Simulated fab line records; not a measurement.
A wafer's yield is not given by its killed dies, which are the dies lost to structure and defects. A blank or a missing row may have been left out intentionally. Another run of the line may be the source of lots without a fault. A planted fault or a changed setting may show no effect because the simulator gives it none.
Problem report, 8D (eight disciplines) form, completed by code	flow nand_harc	the parts of the form that need people (team, actions taken, sign-off) are left out

## 1. THE ISSUE
Mean of heater_power_total_W at NHARC_P_M1_SOFTBAKE_04: 193.94 W across 6 wafers in 2 lots; on wafers with no fault it is 188.47 W (standard deviation 0.14). That is +39 standard deviations from the usual mean.
The step: time 55 s.
The first sign was on wafer L152.1 at day 8 10:00, on litho_track-04. Wafers with a number at this step in the record: 36, from 12 lots. By rule, "out" or "out of limits" means more than 4 standard deviations away from the usual mean. The other wafers with a number count as sound.

## 2. WHAT IT IS, AND WHAT IT ISN'T
question	is	is not
which readings at this step	heater_power_total_W	-
which lots	L152, L153	L149, L159, L161, L162, L163, L164, L165, L166, L167, L170
which wafers of those lots	all that have a number	-
read on which tools	litho_track-04	litho_track-01, litho_track-06
when	from day 8 10:00	up to then (3 sound wafers); but 27 sound wafers of L159, L161, L162, L163, L164, L165, L166, L167, L170 came after

## 3. WHAT RULES OUT EACH SUSPECT
Counting: any tool at a process step up to the reading is kept as a suspect provided that every lot that is out went through it and no sound lot did after the first of them.
- litho_track-04 at NHARC_P_M1_SOFTBAKE_04 (time 55 s): ruled out as a lasting fault. Following L152 (day 8 10:00), the first lot on it that is out, the sound lots L159, L161, L162, L163, L165 were run on it.
Left after counting: nothing in the record.

## 4. THE CAUSE (what the simulator had put in)
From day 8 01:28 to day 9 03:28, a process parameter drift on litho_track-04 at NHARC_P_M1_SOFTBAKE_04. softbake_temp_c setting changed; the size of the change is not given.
Counting ruled it out, wrongly.

## 5. THE CHAIN OF EFFECTS, in route order
Rows list readings where the struck wafers' mean (over those with a number) sits beyond 3 standard deviations from the usual. Scope: only readings with a usual standard deviation given in the record; hours: median across lots of the time from each lot's start at the first step in this table that gives one to its start at this step; sigmas: change in usual standard deviations.
hours	step	reading	usual	on struck wafers	change	sigmas
0	NHARC_P_M1_SOFTBAKE_04	heater_power_total_W	188.47 W	193.94	+5.47	+39
Process steps it contains:
- NHARC_P_M1_SOFTBAKE_04: time 55 s.

## 6. WHAT WOULD HAVE CAUGHT IT SOONER
9 hours passed between the start of the fault at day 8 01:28 and the first reading out of limits in this record, taken at day 8 10:00.
